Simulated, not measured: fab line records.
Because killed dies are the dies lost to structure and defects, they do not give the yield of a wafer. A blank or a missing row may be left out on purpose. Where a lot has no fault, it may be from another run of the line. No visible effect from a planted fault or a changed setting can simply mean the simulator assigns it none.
The tool behind it: which one? / flow nand_harc / 36 wafers from 12 lots sampled at 5 of the route's 1159 steps

WHAT THE GAUGES SHOWED, per wafer
NHARC_END_SORT_01. Usual: killed_at_array 29, standard deviation 12; killed_at_other 0.7, standard deviation 1; killed_at_periphery 4, standard deviation 3.2; killed_dies 34, standard deviation 12; killed_open 3.4, standard deviation 2; killed_short 1.8, standard deviation 1.3.
lot=L855; measured=day 23 16:32; on=prober-02; killed_at_array=676 674 671; killed_at_other=1 0 0; killed_at_periphery=0 3 6; killed_dies=677 677 677; killed_open=3 7 4; killed_short=0 2 3; flag=OFF
lot=L856; measured=day 24 00:22; on=prober-01; killed_at_array=661 663 666; killed_at_other=0 1 2; killed_at_periphery=16 13 9; killed_dies=677 677 677; killed_open=4 2 3; killed_short=4 0 2; flag=OFF

WHAT TOOL EACH LOT RAN ON (gives the tool, then ch and the chambers of the sampled wafers, and finally the start)
lot=L841; NHARC_A_STAIRCASE_ALD_420=ald_hk-03 ch 0,2,3, day 12 20:14; NHARC_A_STAIRCASE_DESCUM_443=rie_diel-12 ch 0,3, day 14 02:34; NHARC_A_STAIRCASE_ETCH_444=rie_diel-12 ch 0,2,3, day 14 03:21; NHARC_A_STAIRCASE_STRIP_475=rie_diel-05 ch 0,1,3, no start
lot=L842; NHARC_A_STAIRCASE_ALD_420=ald_hk-03 ch 0,2, day 13 03:19; NHARC_A_STAIRCASE_DESCUM_443=rie_diel-02 ch 1,2, day 14 13:55; NHARC_A_STAIRCASE_ETCH_444=rie_diel-02 ch 0,3, day 14 14:00; NHARC_A_STAIRCASE_STRIP_475=rie_diel-05 ch 1,2,3, no start
lot=L843; NHARC_A_STAIRCASE_ALD_420=ald_hk-04 ch 0,2,3, day 13 03:43; NHARC_A_STAIRCASE_DESCUM_443=rie_diel-12 ch 0,1,3, day 14 13:35; NHARC_A_STAIRCASE_ETCH_444=rie_diel-12 ch 0,2,3, day 14 13:40; NHARC_A_STAIRCASE_STRIP_475=rie_diel-05 ch 0,1,2, no start
lot=L845; NHARC_A_STAIRCASE_ALD_420=ald_hk-03 ch 1,2,3, day 13 21:25; NHARC_A_STAIRCASE_DESCUM_443=rie_diel-02 ch 0,1,2, day 15 08:31; NHARC_A_STAIRCASE_ETCH_444=rie_diel-02 ch 0,1,3, day 15 08:56; NHARC_A_STAIRCASE_STRIP_475=rie_diel-02 ch 0,1,2, no start
lot=L848; NHARC_A_STAIRCASE_ALD_420=ald_hk-04 ch 2,3, day 14 11:37; NHARC_A_STAIRCASE_DESCUM_443=rie_diel-02 ch 0,1,2, day 15 20:41; NHARC_A_STAIRCASE_ETCH_444=rie_diel-02 ch 0,2,3, day 15 20:59; NHARC_A_STAIRCASE_STRIP_475=rie_diel-12 ch 2,3, no start
lot=L849; NHARC_A_STAIRCASE_ALD_420=ald_hk-04 ch 0,2,3, day 14 12:34; NHARC_A_STAIRCASE_DESCUM_443=rie_diel-05 ch 0,1,2, day 15 20:50; NHARC_A_STAIRCASE_ETCH_444=rie_diel-05 ch 0,2,3, day 15 20:55; NHARC_A_STAIRCASE_STRIP_475=rie_diel-12 ch 1,2,3, no start
lot=L854; NHARC_A_STAIRCASE_ALD_420=ald_hk-03 ch 0,1, day 15 09:20; NHARC_A_STAIRCASE_DESCUM_443=rie_diel-02 ch 1,2,3, day 16 20:08; NHARC_A_STAIRCASE_ETCH_444=rie_diel-02 ch 0,1,2, day 16 20:43; NHARC_A_STAIRCASE_STRIP_475=rie_diel-02 ch 0,3, no start
lot=L851; NHARC_A_STAIRCASE_ALD_420=ald_hk-04 ch 0,1,3, day 15 09:40; NHARC_A_STAIRCASE_DESCUM_443=rie_diel-05 ch 1,2,3, day 16 20:04; NHARC_A_STAIRCASE_ETCH_444=rie_diel-05 ch 0,1,3, day 16 20:23; NHARC_A_STAIRCASE_STRIP_475=rie_diel-05 ch 0,1, no start
lot=L855; NHARC_A_STAIRCASE_ALD_420=ald_hk-03 ch 1,2,3, day 16 07:38; NHARC_A_STAIRCASE_DESCUM_443=rie_diel-05 ch 0,1,2, day 17 18:05; NHARC_A_STAIRCASE_ETCH_444=rie_diel-05 ch 0,1,2, day 17 18:10; NHARC_A_STAIRCASE_STRIP_475=rie_diel-05 ch 0,1,2, day 23 16:32 or earlier
lot=L856; NHARC_A_STAIRCASE_ALD_420=ald_hk-01 ch 0,1,3, day 16 08:06; NHARC_A_STAIRCASE_DESCUM_443=rie_diel-02 ch 1,2,3, day 17 18:16; NHARC_A_STAIRCASE_ETCH_444=rie_diel-02 ch 0,2,3, day 17 19:04; NHARC_A_STAIRCASE_STRIP_475=rie_diel-12 ch 0,1,2, day 24 00:22 or earlier
lot=L863; NHARC_A_STAIRCASE_ALD_420=ald_hk-03 ch 0,1,2, day 17 20:00; NHARC_A_STAIRCASE_DESCUM_443=rie_diel-05 ch 0,2,3, day 19 05:11; NHARC_A_STAIRCASE_ETCH_444=rie_diel-05 ch 0,1,3, day 19 05:31; NHARC_A_STAIRCASE_STRIP_475=rie_diel-02 ch 1,2,3, no start
lot=L862; NHARC_A_STAIRCASE_ALD_420=ald_hk-03 ch 0,2,3, day 18 00:11; NHARC_A_STAIRCASE_DESCUM_443=rie_diel-02 ch 0,3, day 19 05:21; NHARC_A_STAIRCASE_ETCH_444=rie_diel-02 ch 0,1,2, day 19 05:46; NHARC_A_STAIRCASE_STRIP_475=rie_diel-05 ch 1,3, no start
- NHARC_A_STAIRCASE_ALD_420: deposits SiO2, target thk 20 nm, pulse time 6 s, ald cycles 200.
- NHARC_A_STAIRCASE_DESCUM_443: chemistry O2, time 3 s.
- NHARC_A_STAIRCASE_ETCH_444: etches the open film in C4F8/O2, target depth 10200 nm, time 3400 s.
- NHARC_A_STAIRCASE_STRIP_475: strips in O2, time 20 s.

AS READ BY THE TOOLS THEMSELVES (means over the sampled wafers that have a number; for cases with no such wafer, the mark the record gives instead)
NHARC_A_STAIRCASE_ALD_420. Usual: heater_power_outer_w 269 W, standard deviation 23; heater_power_w 482 W, standard deviation 31; precursor_pulse_height_rel 0.999, standard deviation 0.022.
lot=L841; tool=ald_hk-03; heater_power_outer_w (W)=281; heater_power_w (W)=498; precursor_pulse_height_rel=0.979; flag=
lot=L842; tool=ald_hk-03; heater_power_outer_w (W)=268; heater_power_w (W)=484; precursor_pulse_height_rel=0.997; flag=
lot=L843; tool=ald_hk-04; heater_power_outer_w (W)=270; heater_power_w (W)=484; precursor_pulse_height_rel=0.991; flag=
lot=L845; tool=ald_hk-03; heater_power_outer_w (W)=278; heater_power_w (W)=494; precursor_pulse_height_rel=0.989; flag=
lot=L848; tool=ald_hk-04; heater_power_outer_w (W)=275; heater_power_w (W)=472; precursor_pulse_height_rel=0.997; flag=
lot=L849; tool=ald_hk-04; heater_power_outer_w (W)=274; heater_power_w (W)=482; precursor_pulse_height_rel=0.984; flag=
lot=L854; tool=ald_hk-03; heater_power_outer_w (W)=265; heater_power_w (W)=486; precursor_pulse_height_rel=0.980; flag=
lot=L851; tool=ald_hk-04; heater_power_outer_w (W)=245; heater_power_w (W)=453; precursor_pulse_height_rel=0.994; flag=
lot=L855; tool=ald_hk-03; heater_power_outer_w (W)=277; heater_power_w (W)=489; precursor_pulse_height_rel=1.011; flag=
lot=L856; tool=ald_hk-01; heater_power_outer_w (W)=274; heater_power_w (W)=484; precursor_pulse_height_rel=0.993; flag=
lot=L863; tool=ald_hk-03; heater_power_outer_w (W)=274; heater_power_w (W)=480; precursor_pulse_height_rel=0.989; flag=
lot=L862; tool=ald_hk-03; heater_power_outer_w (W)=280; heater_power_w (W)=496; precursor_pulse_height_rel=1.007; flag=

NHARC_A_STAIRCASE_DESCUM_443. Usual: drypump_motor_current_A 6.0 A, standard deviation 0.4; oes_product_au 1.000 a.u., standard deviation 0.0079; rf_vpp_V 57.8 V, standard deviation 0.86; showerhead_plenum_p_Torr 1.90 Torr, standard deviation 0.088; throttle_valve_pct 11.310 %, standard deviation 0.0093.
lot=L841; tool=rie_diel-12; drypump_motor_current_A (A)=5.7; oes_product_au (a.u.)=0.987; rf_vpp_V (V)=58.8; showerhead_plenum_p_Torr (Torr)=2.04; throttle_valve_pct (%)=11.309; flag=
lot=L842; tool=rie_diel-02; drypump_motor_current_A (A)=5.9; oes_product_au (a.u.)=1.001; rf_vpp_V (V)=57.6; showerhead_plenum_p_Torr (Torr)=1.82; throttle_valve_pct (%)=11.312; flag=
lot=L843; tool=rie_diel-12; drypump_motor_current_A (A)=5.7; oes_product_au (a.u.)=0.999; rf_vpp_V (V)=58.1; showerhead_plenum_p_Torr (Torr)=2.03; throttle_valve_pct (%)=11.314; flag=
lot=L845; tool=rie_diel-02; drypump_motor_current_A (A)=5.7; oes_product_au (a.u.)=0.998; rf_vpp_V (V)=57.6; showerhead_plenum_p_Torr (Torr)=1.82; throttle_valve_pct (%)=11.313; flag=
lot=L848; tool=rie_diel-02; drypump_motor_current_A (A)=5.7; oes_product_au (a.u.)=1.005; rf_vpp_V (V)=57.6; showerhead_plenum_p_Torr (Torr)=1.82; throttle_valve_pct (%)=11.308; flag=
lot=L849; tool=rie_diel-05; drypump_motor_current_A (A)=5.9; oes_product_au (a.u.)=0.999; rf_vpp_V (V)=57.9; showerhead_plenum_p_Torr (Torr)=1.95; throttle_valve_pct (%)=11.315; flag=
lot=L854; tool=rie_diel-02; drypump_motor_current_A (A)=6.0; oes_product_au (a.u.)=0.991; rf_vpp_V (V)=57.4; showerhead_plenum_p_Torr (Torr)=1.81; throttle_valve_pct (%)=11.301; flag=
lot=L851; tool=rie_diel-05; drypump_motor_current_A (A)=6.3; oes_product_au (a.u.)=1.001; rf_vpp_V (V)=58.0; showerhead_plenum_p_Torr (Torr)=1.93; throttle_valve_pct (%)=11.312; flag=
lot=L855; tool=rie_diel-05; drypump_motor_current_A (A)=6.0; oes_product_au (a.u.)=1.009; rf_vpp_V (V)=57.6; showerhead_plenum_p_Torr (Torr)=1.94; throttle_valve_pct (%)=11.317; flag=
lot=L856; tool=rie_diel-02; drypump_motor_current_A (A)=6.0; oes_product_au (a.u.)=1.002; rf_vpp_V (V)=57.2; showerhead_plenum_p_Torr (Torr)=1.81; throttle_valve_pct (%)=11.308; flag=
lot=L863; tool=rie_diel-05; drypump_motor_current_A (A)=6.2; oes_product_au (a.u.)=1.001; rf_vpp_V (V)=57.3; showerhead_plenum_p_Torr (Torr)=1.94; throttle_valve_pct (%)=11.314; flag=
lot=L862; tool=rie_diel-02; drypump_motor_current_A (A)=6.2; oes_product_au (a.u.)=1.005; rf_vpp_V (V)=56.9; showerhead_plenum_p_Torr (Torr)=1.77; throttle_valve_pct (%)=11.302; flag=

NHARC_A_STAIRCASE_ETCH_444. Usual: bias_w 1000.1 W, standard deviation 2.8; chamber_pressure_mTorr 25.002 mTorr, standard deviation 0.025; oes_product_au 0.939 a.u., standard deviation 0.021; rf_vpp_V 806 V, standard deviation 5.2.
lot=L841; tool=rie_diel-12; bias_w (W)=998.6; chamber_pressure_mTorr (mTorr)=25.015; oes_product_au (a.u.)=0.919; rf_vpp_V (V)=811; flag=
lot=L842; tool=rie_diel-02; bias_w (W)=1003.1; chamber_pressure_mTorr (mTorr)=24.995; oes_product_au (a.u.)=0.925; rf_vpp_V (V)=800; flag=
lot=L843; tool=rie_diel-12; bias_w (W)=1002.5; chamber_pressure_mTorr (mTorr)=24.989; oes_product_au (a.u.)=0.921; rf_vpp_V (V)=811; flag=
lot=L845; tool=rie_diel-02; bias_w (W)=998.6; chamber_pressure_mTorr (mTorr)=25.035; oes_product_au (a.u.)=0.952; rf_vpp_V (V)=800; flag=
lot=L848; tool=rie_diel-02; bias_w (W)=1000.7; chamber_pressure_mTorr (mTorr)=24.996; oes_product_au (a.u.)=0.961; rf_vpp_V (V)=803; flag=
lot=L849; tool=rie_diel-05; bias_w (W)=1002.2; chamber_pressure_mTorr (mTorr)=24.994; oes_product_au (a.u.)=0.974; rf_vpp_V (V)=809; flag=
lot=L854; tool=rie_diel-02; bias_w (W)=1000.1; chamber_pressure_mTorr (mTorr)=24.997; oes_product_au (a.u.)=0.962; rf_vpp_V (V)=801; flag=
lot=L851; tool=rie_diel-05; bias_w (W)=998.3; chamber_pressure_mTorr (mTorr)=24.995; oes_product_au (a.u.)=0.972; rf_vpp_V (V)=807; flag=
lot=L855; tool=rie_diel-05; bias_w (W)=-; chamber_pressure_mTorr (mTorr)=-; oes_product_au (a.u.)=-; rf_vpp_V (V)=-; flag=OFF
lot=L856; tool=rie_diel-02; bias_w (W)=-; chamber_pressure_mTorr (mTorr)=-; oes_product_au (a.u.)=-; rf_vpp_V (V)=-; flag=OFF
lot=L863; tool=rie_diel-05; bias_w (W)=999.7; chamber_pressure_mTorr (mTorr)=24.997; oes_product_au (a.u.)=0.926; rf_vpp_V (V)=807; flag=
lot=L862; tool=rie_diel-02; bias_w (W)=1000.1; chamber_pressure_mTorr (mTorr)=25.001; oes_product_au (a.u.)=0.921; rf_vpp_V (V)=801; flag=

NHARC_A_STAIRCASE_STRIP_475. Usual: drypump_motor_current_A 5.9 A, standard deviation 0.35; oes_product_au 0.999 a.u., standard deviation 0.0081; rf_vpp_V 57.9 V, standard deviation 0.9; showerhead_plenum_p_Torr 3.56 Torr, standard deviation 0.15; throttle_valve_pct 17.036 %, standard deviation 0.0096.
lot=L841; tool=rie_diel-05; drypump_motor_current_A (A)=6.1; oes_product_au (a.u.)=0.992; rf_vpp_V (V)=58.0; showerhead_plenum_p_Torr (Torr)=3.54; throttle_valve_pct (%)=17.030; flag=
lot=L842; tool=rie_diel-05; drypump_motor_current_A (A)=6.2; oes_product_au (a.u.)=0.999; rf_vpp_V (V)=57.4; showerhead_plenum_p_Torr (Torr)=3.57; throttle_valve_pct (%)=17.035; flag=
lot=L843; tool=rie_diel-05; drypump_motor_current_A (A)=6.0; oes_product_au (a.u.)=0.995; rf_vpp_V (V)=58.2; showerhead_plenum_p_Torr (Torr)=3.60; throttle_valve_pct (%)=17.032; flag=
lot=L845; tool=rie_diel-02; drypump_motor_current_A (A)=5.8; oes_product_au (a.u.)=1.000; rf_vpp_V (V)=57.2; showerhead_plenum_p_Torr (Torr)=3.36; throttle_valve_pct (%)=17.017; flag=
lot=L848; tool=rie_diel-12; drypump_motor_current_A (A)=5.7; oes_product_au (a.u.)=1.000; rf_vpp_V (V)=58.5; showerhead_plenum_p_Torr (Torr)=3.58; throttle_valve_pct (%)=17.030; flag=
lot=L849; tool=rie_diel-12; drypump_motor_current_A (A)=5.7; oes_product_au (a.u.)=0.996; rf_vpp_V (V)=58.9; showerhead_plenum_p_Torr (Torr)=3.65; throttle_valve_pct (%)=17.042; flag=
lot=L854; tool=rie_diel-02; drypump_motor_current_A (A)=5.9; oes_product_au (a.u.)=1.005; rf_vpp_V (V)=57.6; showerhead_plenum_p_Torr (Torr)=3.31; throttle_valve_pct (%)=17.036; flag=
lot=L851; tool=rie_diel-05; drypump_motor_current_A (A)=5.8; oes_product_au (a.u.)=0.996; rf_vpp_V (V)=57.3; showerhead_plenum_p_Torr (Torr)=3.55; throttle_valve_pct (%)=17.027; flag=
lot=L855; tool=rie_diel-05; drypump_motor_current_A (A)=5.9; oes_product_au (a.u.)=1.004; rf_vpp_V (V)=58.1; showerhead_plenum_p_Torr (Torr)=3.58; throttle_valve_pct (%)=17.034; flag=
lot=L856; tool=rie_diel-12; drypump_motor_current_A (A)=5.8; oes_product_au (a.u.)=1.003; rf_vpp_V (V)=58.3; showerhead_plenum_p_Torr (Torr)=3.69; throttle_valve_pct (%)=17.034; flag=
lot=L863; tool=rie_diel-02; drypump_motor_current_A (A)=6.0; oes_product_au (a.u.)=1.000; rf_vpp_V (V)=57.8; showerhead_plenum_p_Torr (Torr)=3.34; throttle_valve_pct (%)=17.035; flag=
lot=L862; tool=rie_diel-05; drypump_motor_current_A (A)=6.2; oes_product_au (a.u.)=1.010; rf_vpp_V (V)=57.4; showerhead_plenum_p_Torr (Torr)=3.49; throttle_valve_pct (%)=17.053; flag=

THE ANSWER, worked out from the rows above alone
Rule: take the mean of a lot's wafers that have a number; if it is more than 3 standard deviations from the usual mean, the lot is off. Also off: a lot with no number at a reading for which 4 or more lots have one. Any other lot the step has rows for is counted as sound. The gauges are gone through in route order, then the tools' own readings, and for those a lot's mean is taken as printed above. At the first step where some lot is off, the reading lying furthest off is the one used; lots without a number count as furthest.
Off: L855, L856 (NHARC_END_SORT_01, killed_at_array). Neither off nor sound, because the step has no rows for them: L841, L842, L843, L845, L848, L849, L854, L851, L863, L862.
If a tool, at a process step before that reading, ran all the lots that are off and no sound lot after the first of them, it fits. Not tried: the gauges at NHARC_END_SORT_01; whatever is off there is also off at NHARC_A_STAIRCASE_ETCH_444, on other tools, and gauge error can't account for it. Because NHARC_A_STAIRCASE_STRIP_475 lacks a start for some lots, the hours and order of its lots are taken from NHARC_END_SORT_01. None of those tried fits.

WHAT HAD BEEN PUT IN BY THE SIMULATOR
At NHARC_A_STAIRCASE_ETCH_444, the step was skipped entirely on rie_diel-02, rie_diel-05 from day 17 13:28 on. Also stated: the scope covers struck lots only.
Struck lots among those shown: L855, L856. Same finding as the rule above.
